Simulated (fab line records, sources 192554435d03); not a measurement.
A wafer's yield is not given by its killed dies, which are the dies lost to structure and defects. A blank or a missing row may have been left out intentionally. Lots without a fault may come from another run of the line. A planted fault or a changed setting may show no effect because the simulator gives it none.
Lot-split experiment	flow n5-finfet	on a route of 1938 steps: 7 lots, 21 wafers read

THE SPLIT
At N5_BEOL_M15_ETCH_61 (etches BARC in N2/H2, target depth 89 nm, overetch 26.7 nm, time 67.9 s), the setting bias-w was moved away from the recipe's 150 W on 11 of the 21 wafers read, by -14.0% to +14.9%. For the rest of the wafers, this setting stayed at what the recipe calls for.

The split's own step is where the reading is taken.

THE READING
rf-vpp-V, in V, at N5_BEOL_M15_ETCH_61 (etches BARC in N2/H2, target depth 89 nm, overetch 26.7 nm, time 67.9 s). A value of 522.9 V with a standard deviation of 2.3 V is what fault-free wafers of this fab line usually give.

wafer	tool, chamber at the split	bias-w as run, W	against the recipe	rf-vpp-V, V	against lot-mates on the recipe
L074.3	rie-diel-04, 2	150	recipe	521.7	-
L074.4	rie-diel-04, 0	150	recipe	521.0	-
L074.6	rie-diel-04, 2	150	recipe	521.8	-
L078.3	rie-diel-04, 2	172.3	+14.9%	568.4	+45.1
L078.4	rie-diel-04, 3	150	recipe	523.3	-
L078.5	rie-diel-04, 0	172.3	+14.9%	569.3	+46.0
L080.1	rie-diel-04, 1	150	recipe	524.1	-
L080.5	rie-diel-04, 0	150	recipe	521.7	-
L080.6	rie-diel-04, 3	150	recipe	524.4	-
L083.1	rie-diel-04, 1	129	-14.0%	478.5	-42.9
L083.4	rie-diel-04, 0	150	recipe	521.4	-
L083.5	rie-diel-04, 3	129	-14.0%	476.7	-44.7
L084.3	rie-diel-06, 0	170.1	+13.4%	569.3	no lot-mate on the recipe
L084.4	rie-diel-06, 2	170.1	+13.4%	568.7	no lot-mate on the recipe
L084.5	rie-diel-06, 1	170.1	+13.4%	562.3	no lot-mate on the recipe
L093.2	rie-diel-04, 0	142.4	-5.1%	503.9	-18.6
L093.4	rie-diel-04, 3	150	recipe	522.5	-
L093.6	rie-diel-04, 2	142.4	-5.1%	505.8	-16.7
L094.2	rie-diel-04, 0	150	recipe	520.6	-
L094.5	rie-diel-04, 2	138.5	-7.7%	495.9	-24.7
L094.6	rie-diel-04, 3	138.5	-7.7%	497.6	-23.0

FIT RESULTS
A straight line over all 21 wafers: rf-vpp-V changes by +3.24 V for each +1% of bias-w; r = +1.00; the points scatter about the line by 1.8 V.
The same after taking each lot's own level away (the mean of its wafers on the recipe; 18 wafers): +3.11 V for each +1%; r = +1.00; scatter 1 V.
Per that fit: largest bias-w move, reading shift of 46 V.
Across the lots, their own levels run from 520.60 to 523.40 V, a range of 1.2 times the standard deviation given above.
The two slopes agree, so the slope changes little with the lot-to-lot level.
Check: +46.3 V against its lot-mates is what the line predicts for one of the wafers moved furthest among these (+14.9%) when that wafer is left out of the fit. Against them it came out at +45.1 V.
Tool readings at the split's step, against how far the setting was moved: rf-vpp-V r = +1.00.

FURTHER SPLITS ON THESE WAFERS
These wafers also went through other splits before the reading. Each is held against what the fit with the lots' levels taken away leaves over:
other split on the same wafers	wafers away from the commonest value	r with rf-vpp-V (lot level and that fit taken away)
N5_BEOL_M11_COAT_22 spin-rpm	10	-0.33
N5_BEOL_M11_ETCH_66 time-s	6	-0.09
N5_BEOL_M12_TRENCH_ETCH_34 time-s	7	-0.21
N5_BEOL_M12_SPUTTER_45 time-s	5	+0.18
N5_BEOL_M13_ETCH_68 time-s	8	+0.07
N5_BEOL_M14_EXPOSE_25 dose-mj	10	-0.01
N5_BEOL_M14_ETCH_68 time-s	7	+0.00
N5_BEOL_M15_PEB_26 peb-temp-c	3	-0.16

FILE'S OWN FIT
rf-vpp-V changes by +3.12 V for each +1% of bias-w, r = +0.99.
